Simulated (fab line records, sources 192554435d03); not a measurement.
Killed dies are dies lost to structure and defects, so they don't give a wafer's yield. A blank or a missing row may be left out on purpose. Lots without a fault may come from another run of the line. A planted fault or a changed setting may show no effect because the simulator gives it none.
Split-lot experiment | flow n5_finfet | 7 lots, 21 wafers read, on a route of 1938 steps

THE SPLIT
At N5_BEOL_M11_COAT_22 (resist thk 90 nm), the setting spin_rpm was moved away from the recipe's 1500 rpm on 6 of the 21 wafers read, by -10.6% to +9.3%. The other wafers ran this setting at the recipe's value.

FROM THE SPLIT TO THE READING: what the file shows between them, 6 steps
- N5_BEOL_M11_EBR_24
- N5_BEOL_M11_SOFTBAKE_23: time 60 s
- N5_BEOL_M11_EXPOSE_25: exposes mask V10
- N5_BEOL_M11_PEB_26: peb time 60 s
- N5_BEOL_M11_DEVELOP_27: develop time 30 s
- N5_BEOL_M11_DESCUM_33: chemistry O2, time 7.9 s

THE READING
CAR-ArF_of_BEOL_M11_COAT_22.thk_nm (the simulator's own value, which no gauge read), in nm, at N5_BEOL_M11_ETCH_65 (etches SiARC in CF4, target depth 39 nm, time 65 s). The file gives no usual value for it. The 15 wafers here that ran the recipe average 55.5 nm, standard deviation 0.21 nm.

wafer  | tool, chamber at the split | spin_rpm as run, rpm | against the recipe | CAR-ArF_of_BEOL_M11_COAT_22.thk_nm, nm | against lot-mates on the recipe
L074.1 | litho_track-05, 0          | 1500                 | recipe             | 55.6                                   | -
L074.2 | litho_track-05, 0          | 1500                 | recipe             | 55.6                                   | -
L074.4 | litho_track-05, 0          | 1500                 | recipe             | 55.8                                   | -
L081.3 | litho_track-05, 0          | 1500                 | recipe             | 55.2                                   | -
L081.4 | litho_track-05, 0          | 1341                 | -10.6%             | 60.6                                   | +5.3
L081.6 | litho_track-05, 0          | 1500                 | recipe             | 55.4                                   | -
L083.1 | litho_track-04, 0          | 1500                 | recipe             | 55.4                                   | -
L083.6 | litho_track-04, 0          | 1500                 | recipe             | 55.4                                   | -
L083.5 | litho_track-04, 0          | 1500                 | recipe             | 55.2                                   | -
L091.3 | litho_track-04, 0          | 1500                 | recipe             | 55.4                                   | -
L091.4 | litho_track-04, 0          | 1500                 | recipe             | 55.8                                   | -
L091.5 | litho_track-04, 0          | 1639                 | +9.3%              | 51.6                                   | -4.0
L092.1 | litho_track-05, 0          | 1500                 | recipe             | 55.6                                   | -
L092.3 | litho_track-05, 0          | 1591                 | +6.1%              | 52.8                                   | -2.8
L092.4 | litho_track-05, 0          | 1591                 | +6.1%              | 53                                     | -2.6
L095.1 | litho_track-01, 0          | 1500                 | recipe             | 55.2                                   | -
L095.3 | litho_track-01, 0          | 1561                 | +4.1%              | 53.2                                   | -2.0
L095.5 | litho_track-01, 0          | 1561                 | +4.1%              | 53.4                                   | -1.8
L097.1 | litho_track-04, 0          | 1500                 | recipe             | 55.2                                   | -
L097.2 | litho_track-04, 0          | 1500                 | recipe             | 55.8                                   | -
L097.3 | litho_track-04, 0          | 1500                 | recipe             | 55.4                                   | -

THE FIT
A straight line over all 21 wafers: CAR-ArF_of_BEOL_M11_COAT_22.thk_nm changes by -0.457 nm for each +1% of spin_rpm; r = -0.99; the points scatter about the line by 0.25 nm.
The same after taking each lot's own level away (the mean of its wafers on the recipe; 21 wafers): -0.467 nm for each +1%; r = -1.00; scatter 0.18 nm.
On that fit, the largest move of spin_rpm shifts the reading by 4.9 nm.
The lots' own levels span 55.20 to 55.67 nm, that is 2.2 times the standard deviation above.
So the lot-to-lot level changes the slope little: the two slopes agree.
Check: with one of the wafers moved furthest among these (-10.6%) left out of the fit, the line predicts +4.67 nm for it against its lot-mates. It came out at +5.3 nm against them.

OTHER SPLITS ON THESE WAFERS
These wafers also went through other splits before the reading. Each is held against what the fit with the lots' levels taken away leaves over:
other split on the same wafers     | wafers away from the commonest value | r with CAR-ArF_of_BEOL_M11_COAT_22.thk_nm (lot level and that fit taken away)
N5_BEOL_M9_TRENCH_ETCH_37 source_w | 7                                    | -0.01
N5_BEOL_M11_PECVD_70 time_s        | 6                                    | -0.29
N5_BEOL_M11_COAT_05 spin_rpm       | 9                                    | +0.17
N5_BEOL_M11_COAT_63 spin_rpm       | 9                                    | +0.37

THE WHOLE CHAIN: every reading that the file lists as answering this split, in the file's order
step                   | what it does                                       | reading                                                                             | change (the file's fit)               | r (the file's)
N5_BEOL_M11_COAT_22    | resist thk 90 nm                                   | CAR-ArF_of_BEOL_M11_COAT_22.thk_nm (the simulator's own value, which no gauge read) | -0.461 nm for each +1% of the setting | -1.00
N5_BEOL_M11_DEVELOP_27 | develop time 30 s                                  | CAR-ArF_of_BEOL_M11_COAT_22.thk_nm (the simulator's own value, which no gauge read) | -0.454 nm for each +1% of the setting | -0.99
N5_BEOL_M11_ETCH_65    | etches SiARC in CF4, target depth 39 nm, time 65 s | CAR-ArF_of_BEOL_M11_COAT_22.thk_nm (the simulator's own value, which no gauge read) | -0.466 nm for each +1% of the setting | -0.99

THE FILE'S OWN FIT
CAR-ArF_of_BEOL_M11_COAT_22.thk_nm changes by -0.466 nm for each +1% of spin_rpm, r = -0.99.
